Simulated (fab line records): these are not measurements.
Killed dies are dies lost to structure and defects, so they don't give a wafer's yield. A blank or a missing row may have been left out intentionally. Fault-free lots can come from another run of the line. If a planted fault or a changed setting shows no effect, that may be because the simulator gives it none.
Chamber matching :: flow nand_harc :: pecvd-01 running NHARC_P_M2_PRE_CLEAN_32: 3 sister chambers
The step time 12 s. 3 wafers are shown with their chamber, then 10 later ones without.

== WAFERS, EACH WITH ITS CHAMBER ==
wafer: L090.5
chamber: 2
heater_power_w (W): 499

wafer: L094.1
chamber: 0
heater_power_w (W): 603

wafer: L094.3
chamber: 1
heater_power_w (W): 679

== WAFERS WITHOUT THEIR CHAMBER ==
wafer: L094.4
heater_power_w (W): 695

wafer: L095.2
heater_power_w (W): 694

wafer: L095.3
heater_power_w (W): 655

wafer: L095.6
heater_power_w (W): 655

wafer: L096.4
heater_power_w (W): 724

wafer: L096.5
heater_power_w (W): 496

wafer: L096.6
heater_power_w (W): 647

wafer: L097.1
heater_power_w (W): 593

wafer: L097.2
heater_power_w (W): 550

wafer: L097.4
heater_power_w (W): 550

== WHICH CHAMBER EACH WENT THROUGH ==
wafer: L094.4
from the rows above: 1
in truth: 1

wafer: L095.2
from the rows above: 1
in truth: 1

wafer: L095.3
from the rows above: can't be placed: 1 or 0
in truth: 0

wafer: L095.6
from the rows above: can't be placed: 1 or 0
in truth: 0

wafer: L096.4
from the rows above: 1
in truth: 1

wafer: L096.5
from the rows above: 2
in truth: 2

wafer: L096.6
from the rows above: can't be placed: 1 or 0
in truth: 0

wafer: L097.1
from the rows above: 0
in truth: 0

wafer: L097.2
from the rows above: can't be placed: 2 or 0
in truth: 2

wafer: L097.4
from the rows above: can't be placed: 2 or 0
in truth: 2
5 of 10 placed correctly. Cannot be placed on the basis of these rows: 5; the candidates contain the true chamber in 5. Number placed wrongly: 0.
How it was worked out, from the rows above alone: a wafer's distance from a chamber is the root of the sum, over the readings, of the square of ((its reading less the chamber's mean) divided by the reading's scatter). If the next closest chamber is less than 2 further off than the closest, the wafer can't be placed; otherwise it belongs to the closest. A chamber's mean is the mean of its shown wafers. The scatter: root of mean squared gap, hidden wafer to nearest shown wafer, with one shown wafer a chamber.
